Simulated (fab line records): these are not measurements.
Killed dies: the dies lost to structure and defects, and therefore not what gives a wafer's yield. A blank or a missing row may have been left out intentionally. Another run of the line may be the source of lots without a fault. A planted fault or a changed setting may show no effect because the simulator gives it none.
fab line records | flow nandHarc
[record] lots = 7 | wafers = 18 | lastDay = 32
route steps=1302 shown A_CHANNEL_HOLE_D1@471 END@1302
lots that met no fault: taken from a fault-free run of the same line
startH: the number of hours between the record's first day and the start of the first shown wafer of the lot | waitH: hours since the lot's step before | " identical to the entry in the row above | L1.1+2: a single row standing in for several wafers | - either no value or no given start | * or withheld: withheld | < > ~ a bound
route shown NAME@n: names a module that has steps shown in the file, with the first one's number in the route | usual: average and standard deviation across the fault-free wafers | same: alike in all rows | chamber/n: place in a boat | sites: readings site by site | _std_site: the values' standard deviation | _edge_site: the outer-site mean with the inner-site mean subtracted | radiusMm: for every site, how far away it sits from the centre of the wafer | mask NAME#n: copy n | behind: the tool/chamber that last shaped the wafer | hold: the reason the lot was held/the length of the hold in hours/how it ended | device: the transistor (n, p or np) that didn't switch | end of line: the route-end tests of the same wafers | a step given without rows: its recipe and nothing more | killed: at the first sort, the dies lost to defects and structure; wafer yield is something else | map: per-die view of a wafer (x killed, . not killed, _ where there is no die)
set.NAME: the setting that was run; set.NAME@STEP: the one run at that earlier step | model.NAME: the simulator's own value behind a step, which no gauge read
a table for each step, a row for each wafer; lots at some steps of the route
services: when a tool's chamber went out of use (startH, in hours from the record's first day, below 0 if earlier), for how many hours, and the reason
[[steps]]
[step NHARC_A_CHANNEL_HOLE_D1_ETCH_19]
[recipe] biasV = 1200 | sourceW = 2500 | pressureMtorr = 15 | timeS = 34.5 | arFlowSccm = 375 | c4f8FlowSccm = 28.8 | o2FlowSccm = 96.2 | tempC = -20 | targetDepthA = * | chemistry = C4F8/O2/Ar
[step NHARC_A_CHANNEL_HOLE_D1_ETCH_20]
[recipe] biasV = 3000 | sourceW = withheld | pressureMtorr = 20 | timeS = 361.9 | arFlowSccm = 375 | c4f8FlowSccm = 89.3 | o2FlowSccm = 35.7 | tempC = -20 | targetDepthA = 16000 | chemistry = C4F8/O2/Ar
[step NHARC_A_CHANNEL_HOLE_D1_ETCH_21]
[recipe] biasV = 3000 | sourceW = withheld | pressureMtorr = 20 | timeS = 514.3 | arFlowSccm = 375 | c4f8FlowSccm = 89.3 | o2FlowSccm = 35.7 | tempC = -20 | targetDepthA = 16000 | chemistry = C4F8/O2/Ar
[step NHARC_A_CHANNEL_HOLE_D1_ETCH_22]
[recipe] biasV = 3000 | sourceW = withheld | pressureMtorr = 20 | timeS = 666.7 | arFlowSccm = 375 | c4f8FlowSccm = 89.3 | o2FlowSccm = 35.7 | tempC = -20 | targetDepthA = 16000 | chemistry = C4F8/O2/Ar
[step NHARC_A_CHANNEL_HOLE_D1_ETCH_23]
[recipe] biasV = 5000 | sourceW = withheld | pressureMtorr = 20 | timeS = 819 | arFlowSccm = 375 | c4f8FlowSccm = 89.3 | o2FlowSccm = 35.7 | tempC = -20 | targetDepthA = 16000 | chemistry = C4F8/O2/Ar
[step NHARC_A_CHANNEL_HOLE_D1_ETCH_24]
[recipe] biasV = 5000 | sourceW = withheld | pressureMtorr = 20 | timeS = 906.2 | arFlowSccm = 375 | c4f8FlowSccm = 93.8 | o2FlowSccm = 31.2 | tempC = -20 | targetDepthA = 15000 | chemistry = C4F8/O2/Ar
[usual] chamberPressureMTorr = 20.000/0.018 | drypumpMotorCurrentA = 5.27/0.19 | heBacksideLeakSccm = 5.8/0.76 | showerheadPlenumPTorr = 3.65/0.12 | throttleValvePct = 32.235/0.0087
lot.wafer | tool       | chamber | startH | waitH | chamberPressureMTorr | drypumpMotorCurrentA | heBacksideLeakSccm | rfHoursCounterH | showerheadPlenumPTorr | throttleValvePct
L128.2    | harEtch-01 | 0       | 203.73 | 0.6   | 19.979               | 5.23                 | 5.5                | 101             | 3.73                  | 32.234
L128.3    | "          | 0       | "      | "     | 19.998               | 5.23                 | 5.4                | -               | 3.73                  | 32.237
L128.5    | "          | 0       | "      | "     | 20.025               | 5.25                 | 5.4                | -               | 3.73                  | 32.235
L129.2    | harEtch-01 | 0       | 213.98 | 0.6   | 20.008               | 5.24                 | 5.7                | 105             | 3.72                  | 32.230
L129.4    | "          | 0       | "      | "     | 19.961               | 5.26                 | 5.5                | -               | 3.72                  | 32.221
L129.5    | "          | 1       | "      | "     | 19.990               | 5.11                 | 5.4                | -               | 3.67                  | 32.241
L136.3    | harEtch-02 | 0       | 292.13 | 0.6   | 19.976               | 5.63                 | 7.0                | -               | 3.73                  | 32.225
L136.4    | "          | 1       | "      | "     | 19.975               | 5.24                 | 6.1                | -               | 3.41                  | 32.225
L136.6    | "          | 1       | "      | "     | 19.991               | 5.24                 | 6.1                | -               | 3.41                  | 32.224
L141.1    | harEtch-01 | 1       | 340.27 | 0.6   | 19.982               | 5.09                 | 5.5                | 178             | 3.63                  | 32.244
L141.4    | "          | 1       | "      | "     | 20.013               | 5.10                 | 5.5                | -               | 3.63                  | 32.255
L141.3    | "          | 0       | "      | "     | 19.995               | 5.23                 | 5.5                | -               | 3.68                  | 32.226
L142.2    | harEtch-02 | 1       | 350.09 | 0.6   | 20.003               | 5.23                 | 6.2                | 392             | 3.39                  | 32.232
L142.3    | "          | 0       | "      | "     | 19.987               | 5.65                 | 7.3                | -               | 3.71                  | 32.226
L143.2    | harEtch-01 | 0       | 352.21 | 0.6   | 20.019               | 5.23                 | 5.6                | 185             | 3.68                  | 32.239
L143.3    | "          | 0       | "      | "     | 19.980               | 5.24                 | 5.5                | -               | 3.68                  | 32.236
L144.5    | harEtch-01 | 1       | 365.59 | 0.6   | 19.974               | 5.13                 | 5.7                | -               | 3.63                  | 32.229
L144.6    | "          | 0       | "      | "     | 20.013               | 5.23                 | 5.8                | -               | 3.68                  | 32.247
[step NHARC_A_CHANNEL_HOLE_D1_ETCH_25]
[recipe] biasV = 5000 | sourceW = withheld | pressureMtorr = 20 | timeS = 1040.2 | arFlowSccm = 375 | c4f8FlowSccm = 93.8 | o2FlowSccm = 31.2 | tempC = -20 | targetDepthA = 15000 | chemistry = C4F8/O2/Ar
[usual] chamberPressureMTorr = 19.999/0.02 | drypumpMotorCurrentA = 5.27/0.19 | heBacksideLeakSccm = 5.8/0.77 | showerheadPlenumPTorr = 3.65/0.12 | throttleValvePct = 32.235/0.0096
lot.wafer | tool       | chamber | startH | waitH | chamberPressureMTorr | drypumpMotorCurrentA | heBacksideLeakSccm | rfHoursCounterH | showerheadPlenumPTorr | throttleValvePct
L128.2    | harEtch-01 | 0       | 204.52 | 0.7   | 20.005               | 5.24                 | 5.4                | 102             | 3.73                  | 32.239
L128.3    | "          | 0       | "      | "     | 19.981               | 5.25                 | 5.4                | -               | 3.72                  | 32.227
L128.5    | "          | 0       | "      | "     | 19.965               | 5.25                 | 5.3                | -               | 3.72                  | 32.244
L129.2    | harEtch-01 | 0       | 214.75 | 0.6   | 20.022               | 5.23                 | 5.3                | 106             | 3.72                  | 32.242
L129.4    | "          | 0       | "      | "     | 19.995               | 5.21                 | 5.5                | -               | 3.72                  | 32.228
L129.5    | "          | 1       | "      | "     | 20.005               | 5.11                 | 5.4                | -               | 3.67                  | 32.252
L136.3    | harEtch-02 | 0       | 292.93 | 0.7   | 20.002               | 5.66                 | 7.5                | -               | 3.73                  | 32.233
L136.4    | "          | 1       | "      | "     | 20.006               | 5.22                 | 6.2                | -               | 3.41                  | 32.237
L136.6    | "          | 1       | "      | "     | 19.993               | 5.23                 | 6.1                | -               | 3.41                  | 32.237
L141.1    | harEtch-01 | 1       | 341.03 | 0.6   | 19.986               | 5.10                 | 5.4                | 179             | 3.63                  | 32.237
L141.4    | "          | 1       | "      | "     | 20.018               | 5.10                 | 5.5                | -               | 3.63                  | 32.223
L141.3    | "          | 0       | "      | "     | 19.991               | 5.24                 | 5.8                | -               | 3.68                  | 32.222
L142.2    | harEtch-02 | 1       | 350.86 | 0.6   | 20.020               | 5.23                 | 6.2                | 393             | 3.39                  | 32.235
L142.3    | "          | 0       | "      | "     | 20.009               | 5.65                 | 8.0                | -               | 3.71                  | 32.254
L143.2    | harEtch-01 | 0       | 353.01 | 0.7   | 20.065               | 5.27                 | 6.0                | 186             | 3.68                  | 32.240
L143.3    | "          | 0       | "      | "     | 20.004               | 5.25                 | 5.9                | -               | 3.68                  | 32.229
L144.5    | harEtch-01 | 1       | 366.44 | 0.7   | 20.012               | 5.08                 | 5.3                | -               | 3.63                  | 32.244
L144.6    | "          | 0       | "      | "     | 20.014               | 5.24                 | 5.5                | -               | 3.67                  | 32.233
[step NHARC_A_CHANNEL_HOLE_D1_ETCH_26]
[recipe] biasV = 300 | sourceW = 2000 | pressureMtorr = 30 | timeS = 224.1 | arFlowSccm = 375 | c4f8FlowSccm = 11.4 | o2FlowSccm = 113.6 | tempC = -20 | targetDepthA = 3000 | chemistry = C4F8/O2/Ar
[usual] chamberPressureMTorr = 29.999/0.027 | drypumpMotorCurrentA = 5.27/0.19 | heBacksideLeakSccm = 5.9/0.92 | showerheadPlenumPTorr = 3.70/0.12 | throttleValvePct = 24.584/0.0093
lot.wafer | tool       | chamber | startH | waitH | chamberPressureMTorr | drypumpMotorCurrentA | heBacksideLeakSccm | rfHoursCounterH | showerheadPlenumPTorr | throttleValvePct
L128.2    | harEtch-01 | 0       | 205.27 | 0.6   | 30.024               | 5.24                 | 5.4                | 103             | 3.78                  | 24.580
L128.3    | "          | 0       | "      | "     | 29.974               | 5.23                 | 5.5                | -               | 3.78                  | 24.592
L128.5    | "          | 0       | "      | "     | 29.926               | 5.23                 | 5.4                | -               | 3.78                  | 24.582
L129.2    | harEtch-01 | 0       | 215.64 | 0.7   | 29.943               | 5.25                 | 5.4                | 106             | 3.77                  | 24.601
L129.4    | "          | 0       | "      | "     | 30.029               | 5.22                 | 5.5                | -               | 3.77                  | 24.574
L129.5    | "          | 1       | "      | "     | 29.990               | 5.12                 | 5.3                | -               | 3.72                  | 24.587
L136.3    | harEtch-02 | 0       | 293.58 | 0.5   | 30.009               | 5.62                 | 7.5                | -               | 3.78                  | 24.580
L136.4    | "          | 1       | "      | "     | 29.999               | 5.22                 | 6.3                | -               | 3.44                  | 24.570
L136.6    | "          | 1       | "      | "     | 30.003               | 5.23                 | 6.4                | -               | 3.44                  | 24.600
L141.1    | harEtch-01 | 1       | 341.91 | 0.7   | 29.971               | 5.11                 | 5.4                | 179             | 3.68                  | 24.592
L141.4    | "          | 1       | "      | "     | 29.989               | 5.12                 | 5.4                | -               | 3.68                  | 24.597
L141.3    | "          | 0       | "      | "     | 30.024               | 5.25                 | 5.8                | -               | 3.73                  | 24.590
L142.2    | harEtch-02 | 1       | 351.73 | 0.7   | 30.035               | 5.23                 | 6.2                | 393             | 3.42                  | 24.585
L142.3    | "          | 0       | "      | "     | 30.015               | 5.68                 | 8.1                | -               | 3.76                  | 24.587
L143.2    | harEtch-01 | 0       | 353.78 | 0.6   | 29.975               | 5.25                 | 5.7                | 187             | 3.73                  | 24.573
L143.3    | "          | 0       | "      | "     | 30.002               | 5.23                 | 8.4                | -               | 3.73                  | 24.584
L144.5    | harEtch-01 | 1       | 366.88 | 0.3   | 30.013               | 5.10                 | 5.5                | -               | 3.67                  | 24.579
L144.6    | "          | 0       | "      | "     | 30.030               | 5.23                 | 5.7                | -               | 3.72                  | 24.574
[step NHARC_A_CHANNEL_HOLE_D1_ETCH_33]
[recipe] biasV = 400 | sourceW = 2000 | pressureMtorr = 25 | timeS = 90 | arFlowSccm = 375 | c4f8FlowSccm = 41.7 | o2FlowSccm = 83.3 | tempC = -20 | targetDepthA = 4000 | chemistry = C4F8/O2/Ar
[usual] chamberPressureMTorr = 24.998/0.022 | drypumpMotorCurrentA = 5.27/0.19 | heBacksideLeakSccm = 5.8/0.77 | showerheadPlenumPTorr = 3.70/0.12 | throttleValvePct = 27.621/0.0086
lot.wafer | tool       | chamber | startH | waitH | chamberPressureMTorr | drypumpMotorCurrentA | heBacksideLeakSccm | rfHoursCounterH | showerheadPlenumPTorr | throttleValvePct
L128.2    | harEtch-01 | 0       | 205.47 | 0.2   | 24.963               | 5.21                 | 5.4                | 103             | 3.77                  | 27.627
L128.3    | "          | 0       | "      | "     | 24.980               | 5.22                 | 5.3                | -               | 3.77                  | 27.619
L128.5    | "          | 0       | "      | "     | 25.029               | 5.23                 | 5.4                | -               | 3.77                  | 27.629
L129.2    | harEtch-01 | 0       | 215.84 | 0.2   | 24.998               | 5.22                 | 5.5                | 107             | 3.77                  | 27.629
L129.4    | "          | 0       | "      | "     | 25.010               | 5.23                 | 5.5                | -               | 3.77                  | 27.620
L129.5    | "          | 1       | "      | "     | 24.984               | 5.09                 | 5.4                | -               | 3.72                  | 27.612
L136.3    | harEtch-02 | 0       | 293.78 | 0.2   | 25.005               | 5.64                 | 7.2                | -               | 3.77                  | 27.625
L136.4    | "          | 1       | "      | "     | 24.972               | 5.23                 | 6.2                | -               | 3.44                  | 27.618
L136.6    | "          | 1       | "      | "     | 25.006               | 5.24                 | 6.1                | -               | 3.44                  | 27.624
L141.1    | harEtch-01 | 1       | 342.11 | 0.2   | 25.014               | 5.11                 | 5.7                | 180             | 3.68                  | 27.616
L141.4    | "          | 1       | "      | "     | 24.979               | 5.09                 | 5.4                | -               | 3.68                  | 27.607
L141.3    | "          | 0       | "      | "     | 24.992               | 5.24                 | 5.8                | -               | 3.73                  | 27.628
L142.2    | harEtch-02 | 1       | 351.93 | 0.2   | 25.006               | 5.23                 | 6.5                | 394             | 3.42                  | 27.625
L142.3    | "          | 0       | "      | "     | 24.978               | 5.66                 | 7.8                | -               | 3.75                  | 27.620
L143.2    | harEtch-01 | 0       | 353.98 | 0.2   | 25.047               | 5.21                 | 5.6                | 187             | 3.72                  | 27.616
L143.3    | "          | 0       | "      | "     | 24.980               | 5.22                 | 5.9                | -               | 3.72                  | 27.614
L144.5    | harEtch-01 | 1       | 367.07 | 0.2   | 25.012               | 5.09                 | 5.8                | -               | 3.67                  | 27.620
L144.6    | "          | 0       | "      | "     | 24.999               | 5.23                 | 5.9                | -               | 3.72                  | 27.626
[step NHARC_A_CHANNEL_HOLE_D1_STRIP_41]
[recipe] n2FlowSccm = 150 | h2FlowSccm = 150 | arFlowSccm = 0 | biasW = 0 | chemistry = N2/H2
[step NHARC_A_CHANNEL_HOLE_D1_STRIP_42]
[recipe] cf4FlowSccm = 100 | chf3FlowSccm = 30 | arFlowSccm = 0 | biasW = 0 | chemistry = CF4/CHF3
[step NHARC_A_CHANNEL_HOLE_D1_STRIP_43]
[recipe] o2FlowSccm = 400 | cosFlowSccm = 20 | arFlowSccm = 0 | biasW = 0 | chemistry = O2/COS
[step NHARC_A_CHANNEL_HOLE_D1_ETCH_44]
[recipe] targetDepthA = 1400 | overetchA = 140 | timeS = 77 | ionEnergyEv = 100 | cf4FlowSccm = 80 | o2FlowSccm = 20 | arFlowSccm = 0 | rfW = 300 | biasW = 100 | chemistry = CF4/O2
[usual] chamberPressureMTorr = 30.000/0.025 | drypumpMotorCurrentA = 5.9/0.35 | oesProductAu = 1.002/0.0089 | rfVppV = 197.4/1.3 | showerheadPlenumPTorr = 1.32/0.049 | throttleValvePct = 13.399/0.0094
lot.wafer | tool       | chamber | startH | waitH | chamberPressureMTorr | drypumpMotorCurrentA | oesProductAu | rfHoursCounterH | rfVppV | showerheadPlenumPTorr | throttleValvePct
L128.3    | rieDiel-07 | 2       | 206.18 | 0.1   | 30.002               | 6.3                  | 1.000        | 5               | 197.9  | 1.34                  | 13.401
L128.2    | "          | 1       | "      | "     | 30.028               | 6.1                  | 0.996        | 5               | 200.1  | 1.41                  | 13.390
L128.5    | "          | 2       | "      | "     | 29.993               | 6.3                  | 0.993        | -               | 197.1  | 1.34                  | 13.397
L129.2    | rieDiel-10 | 1       | 216.58 | 0.1   | 30.027               | 5.6                  | 1.000        | 40              | 196.9  | 1.35                  | 13.412
L129.4    | "          | 3       | "      | "     | 30.011               | 5.5                  | 0.997        | 40              | 196.0  | 1.28                  | 13.408
L129.5    | "          | 2       | "      | "     | 29.985               | 5.1                  | 1.002        | -               | 196.5  | 1.32                  | 13.399
L136.4    | rieDiel-07 | 2       | 294.49 | 0.1   | 30.013               | 6.3                  | 0.999        | 14              | 197.8  | 1.34                  | 13.404
L136.3    | "          | 3       | "      | "     | 30.012               | 6.1                  | 1.000        | 13              | 197.9  | 1.28                  | 13.399
L136.6    | "          | 1       | "      | "     | 30.039               | 6.0                  | 0.998        | -               | 198.9  | 1.41                  | 13.388
L141.3    | rieDiel-07 | 0       | 342.87 | 0.1   | 30.008               | 5.5                  | 0.997        | 2               | 196.2  | 1.27                  | 13.391
L141.1    | "          | 1       | "      | "     | 29.997               | 6.1                  | 1.002        | 4               | 200.1  | 1.41                  | 13.385
L141.4    | "          | 2       | "      | "     | 29.939               | 6.3                  | 1.006        | 4               | 198.0  | 1.34                  | 13.403
L142.2    | rieDiel-07 | 0       | 353.13 | 0.1   | 29.985               | 5.5                  | 0.988        | 4               | 197.2  | 1.27                  | 13.396
L142.3    | "          | 2       | "      | "     | 30.000               | 6.3                  | 0.929        | 6               | 198.4  | 1.34                  | 13.404
L143.3    | rieDiel-07 | 2       | 354.70 | 0.1   | 30.033               | 6.3                  | 0.933        | 6               | 196.7  | 1.34                  | 13.399
L143.2    | "          | 3       | "      | "     | 30.002               | 6.1                  | 1.007        | 5               | 196.7  | 1.28                  | 13.386
L144.5    | rieDiel-07 | 2       | 367.72 | 0.1   | 30.002               | 6.3                  | 0.998        | -               | 197.5  | 1.34                  | 13.399
L144.6    | "          | 3       | "      | "     | 30.018               | 6.1                  | 0.948        | -               | 195.3  | 1.28                  | 13.405
[step NHARC_A_CHANNEL_HOLE_D1_STRIP_27]
[recipe] o2FlowSccm = 500 | arFlowSccm = 0 | biasW = 0 | chemistry = O2
[usual] chamberPressureMTorr = 60.00/0.055 | drypumpMotorCurrentA = 5.9/0.35 | oesProductAu = 1.002/0.0088 | rfVppV = 57.6/0.83 | showerheadPlenumPTorr = 3.48/0.13 | throttleValvePct = 17.036/0.0091
lot.wafer | tool       | chamber | startH | waitH | chamberPressureMTorr | drypumpMotorCurrentA | oesProductAu | rfHoursCounterH | rfVppV | showerheadPlenumPTorr | throttleValvePct
L128.3    | rieDiel-07 | 1       | -      | -     | 60.01                | 6.0                  | 0.993        | 5               | 58.8   | 3.73                  | 17.057
L128.2    | "          | 2       | "      | "     | 60.09                | 6.3                  | 0.988        | 5               | 57.0   | 3.54                  | 17.022
L128.5    | "          | 2       | "      | "     | 60.03                | 6.3                  | 0.984        | -               | 58.1   | 3.54                  | 17.043
L129.2    | rieDiel-10 | 1       | -      | -     | 59.98                | 5.7                  | 1.006        | 40              | 57.7   | 3.57                  | 17.060
L129.4    | "          | 2       | "      | "     | 60.02                | 5.2                  | 1.005        | 42              | 58.5   | 3.48                  | 17.030
L129.5    | "          | 1       | "      | "     | 59.98                | 5.6                  | 1.009        | -               | 56.8   | 3.57                  | 17.042
L136.3    | rieDiel-07 | 1       | -      | -     | 59.93                | 6.1                  | 1.002        | 12              | 58.2   | 3.72                  | 17.043
L136.4    | "          | 2       | "      | "     | 60.00                | 6.3                  | 0.998        | 14              | 58.4   | 3.54                  | 17.051
L136.6    | "          | 1       | "      | "     | 60.04                | 6.1                  | 0.997        | -               | 57.2   | 3.72                  | 17.038
L141.4    | rieDiel-07 | 3       | -      | -     | 60.05                | 6.1                  | 1.014        | 3               | 57.4   | 3.40                  | 17.032
L141.3    | "          | 0       | "      | "     | 60.04                | 5.5                  | 1.001        | 2               | 58.2   | 3.36                  | 17.032
L141.1    | "          | 2       | "      | "     | 60.16                | 6.3                  | 1.005        | 4               | 57.7   | 3.53                  | 17.029
L142.3    | rieDiel-07 | 3       | -      | -     | 59.94                | 6.1                  | 1.009        | 5               | 57.1   | 3.40                  | 17.041
L142.2    | "          | 2       | "      | "     | 59.94                | 6.3                  | 1.011        | 6               | 57.7   | 3.53                  | 17.028
L143.3    | rieDiel-07 | 3       | -      | -     | 60.01                | 6.1                  | 1.014        | 5               | 59.6   | 3.40                  | 17.029
L143.2    | "          | 0       | "      | "     | 60.03                | 5.6                  | 1.008        | 4               | 59.1   | 3.36                  | 17.025
L144.6    | rieDiel-07 | 3       | -      | -     | 60.12                | 6.1                  | 1.021        | -               | 56.2   | 3.40                  | 17.036
L144.5    | "          | 0       | "      | "     | 59.96                | 5.6                  | 1.004        | -               | 56.3   | 3.36                  | 17.024
[step NHARC_END_SORT_01]
[recipe] tempC = 25
[usual] killedAtArray = 46/16 | killedAtOther = 0.9/1.3 | killedAtPeriphery = 4.1/3 | killedDies = 51/17 | killedOpen = 3.5/1.8 | killedShort = 2.5/1.8
[same] grossDies = 677
lot.wafer | tool      | chamber | startH | waitH | killedAtArray | killedAtOther | killedAtPeriphery | killedDies | killedOpen | killedShort
L143.3    | prober-01 | 0       | 743.76 | 3.1   | 659           | 0             | 6                 | 665        | 3          | 0
L144.6    | prober-02 | 0       | 772.67 | 3.9   | 637           | 0             | 3                 | 640        | 2          | 3
// killed by level:class
L143.3 A_CHANNEL_HOLE_D1:areaEtch=615 A_CHANNEL_HOLE_D1:chamberFilmFlake=19 A_STAIRCASE:chamberFilmFlake=9 P_GATE:chamberFilmFlake=5 A_WL_FILL:chamberFilmFlake=5 A_CHANNEL_HOLE_D2:chamberFilmFlake=2 A_CONTACT:chamberFilmFlake=2 A_BONDPAD:chamberFilmFlake=2
L144.6 A_CHANNEL_HOLE_D1:areaEtch=612 A_CHANNEL_HOLE_D1:chamberFilmFlake=10 A_CONTACT:chamberFilmFlake=6 P_M1:chamberFilmFlake=2 A_CHANNEL_FILL_D1:chamberFilmFlake=2 A_CHANNEL_FILL_D2:geometricParticle:open=1 A_CHANNEL_FILL_D2:geometricParticle:short=1 A_SGD_CUT:geometricParticle:open=1
// map L143.3 (x killed, . not)
____________x____________
_________xxxxxxx_________
_______xxxxxxxxxxx_______
______xxxxxxxxxxxxx______
_____xxxxxxxxxxxxxxx_____
____xxxxxxxxxxxxxxxxx____
____xxxxxxxxxxxxxxxxx____
___xxxxxxxxxxxxxxxxxxx___
___xxxxxxxxxxxxxxxxxxx___
__xxxxxxxxxxx.xxxxxxxxx__
__xxxxxxxxxxxxxxxx.xxxx__
_xxxxxxxxxxxxxxxxxxxxxxx_
_xxxxxxxxxxxxxxxxxxxxxxx_
_xxxxxxxxxxxxxxxxxxxxxxx_
_xxxxxxxxxxxx.xxxxxxxxxx_
_xxxxxxxxxx..xxxxxxxxxxx_
xxxxxxxxxxxxxxxxxxxxxxxxx
xxxxxxxxxxxxxxxxxxxxxxxxx
xxxxxxxxxxxxxx..xxxxxxxxx
xxxxxxxxxxxxxxxxxxxxxxxxx
xxxxxxxxx.xxxxxxxxxxxxxxx
_xxxxxxxxxxxxxxxxxxxxxxx_
_xxxxxxxx.xxxxxxxxxxxxxx_
_xxxxxxxxxxxxxxxxxxxxxxx_
_xxxxxxxxxxxxxxxxxxxxxxx_
_xxxxxxxxxxxxxxxxxxxxxxx_
__xxxxxxxxxx.xxxxxxxxxx__
__xxxx.xxxxxxxxxxxxxxxx__
___xxxxxxxxxxxxxxxxxxx___
___xxxxxxx.xxxxxxxxxxx___
____xxxxxxxxxxxxxxxxx____
____xxxxxxxxxxxxxxxxx____
_____xxxxxxxxxxxxxxx_____
______xxxxxxxxxxxxx______
_______xxxxxxxxxxx_______
_________xxxxxxx_________
____________x____________
// map L144.6 (x killed, . not)
____________x____________
_________xxxxxxx_________
_______xxxxxxxxxxx_______
______xxxxxxxxxxxxx______
_____xxxxxxxxxxxxxxx_____
____xxxxxxxxxxxxxxxxx____
____xxxxxxxxxxxxxxxxx____
___xxxxxxxxxxxxxxxxxxx___
___xxxxxxxxxxxxxxxxxxx___
__xxxxxxxxxxx.xxxxxxxxx__
__xxxxxxxxxxxxxxxxxxxxx__
_xxxxxxxxxxxxxxxxxxxxxxx_
_xxxxxxxxxxxxxxxxxxxxxxx_
_xxxxxxxxxxxxx.xxxxxxxxx_
_xxxxxxxxx.xx..xxxxxxxxx_
_xxxxxxxxxxx.xx.xxxxxxxx_
xxxxxxxxxxxxx..xxxxxxxxxx
xxxxxxxx.x.x.xxx.xxxxxxxx
xxxxxxxxxxxxxxxxx.xxxxxxx
xxxxxxx.xxxxx.xxxxxxxxxxx
xxxxxxxxxxx.x.x.xx..xxxxx
_xxxxxxxxx...xx..xxxxxxx_
_xxxxxxxxxxxx...xxxxxxxx_
_xxxxxxxxxxx.xx.x.xxxxxx_
_xxxxxxxxxxxxxxxxxxxxxxx_
_xxxxxxxxxx.xxxx.xxxxxxx_
__xxxxxxx.xxx.xxxxxxxxx__
__xxxxxxxxxxxxxxxxxxxxx__
___xxxxxxxxxxxxxxxxxxx___
___xxxxxxxxxxxxxxxxxxx___
____xxxxxxxxxxxxxxxxx____
____xxxxxxxxx.xxxxxxx____
_____xxxxxxxxxxxxxxx_____
______xxxxxxxxxxxxx______
_______xxxxxxxxxxx_______
_________xxxxxxx_________
____________x____________
[[services]]
tool       | chamber | startH | hours | kind
rieDiel-10 | 1       | 191.63 | 15.1  | repair
rieDiel-07 | 0       | 200.10 | -     | clean
rieDiel-07 | 1       | 200.10 | -     | clean
rieDiel-07 | 2       | 200.10 | -     | clean
rieDiel-07 | 3       | 200.10 | -     | clean
rieDiel-07 | 0       | 224.60 | -     | clean
rieDiel-07 | 1       | 224.60 | -     | clean
rieDiel-07 | 2       | 224.60 | -     | clean
rieDiel-07 | 3       | 224.60 | -     | clean
rieDiel-07 | 3       | 225.57 | 2.3   | repair
rieDiel-10 | -       | 243.03 | 9.0   | pm
rieDiel-07 | 1       | 248.96 | 11.9  | repair
rieDiel-07 | 0       | 249.10 | -     | clean
rieDiel-07 | 2       | 249.10 | -     | clean
rieDiel-07 | 3       | 249.10 | -     | clean
rieDiel-10 | 3       | 269.87 | 10.4  | repair
rieDiel-07 | 0       | 273.60 | -     | clean
rieDiel-07 | 1       | 273.60 | -     | clean
rieDiel-07 | -       | 285.05 | 0.3   | repair
rieDiel-10 | 0       | 288.30 | 1.9   | repair
rieDiel-07 | -       | 294.90 | 9.0   | pm
rieDiel-07 | 0       | 314.04 | 8.0   | repair
rieDiel-07 | 3       | 324.45 | 5.9   | repair
rieDiel-10 | 1       | 335.38 | 6.3   | repair
[[key]]
[firstSign] step = NHARC_A_CHANNEL_HOLE_D1_ETCH_44 | reading = oesProductAu | direction = down | sigmas = 7.4 | usual = 1.002 | struck = 0.937
[effect] step = NHARC_END_SORT_01 | reading = killedAtArray | direction = up | sigmas = 37 | usual = 46 | struck = 648
[moreKillsBornAt] NHARC_A_CHANNEL_HOLE_D1_ETCH_44@rieDiel-07 = 1227
metAt NHARC_A_CHANNEL_HOLE_D1_ETCH_44
struckWafers L142.3,L143.3,L144.6
laterRowsLeftOut L142.3,L143.3,L144.6
sortLeftOut L142.3
testerLeftOut L142,L143,L144
onsetBetween 342.87 353.13
[fault] kind = processParameterDrift | tool = rieDiel-07 | chamber = - | onsetH = 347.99 | steps = NHARC_A_CHANNEL_HOLE_D1_ETCH_44 | channel = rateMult | offset = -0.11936 | shape = step | endH = 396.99 | scope = struckWafersOnly
// testerLeftOut: of these lots the tester's yield and bins aren't shown, on N5 and GAA mostly nor the transistor test; their killed dies are dies lost to structure and defects alone, not to doping, threshold or leakage, so they don't give the yield
// sortLeftOut: the simulated sort isn't trusted on such a fault, so these wafers' sort isn't shown, and their yield isn't known
// laterRowsLeftOut: the simulator's readings of these wafers behind a module that went badly wrong aren't trusted and aren't shown, but for the sort
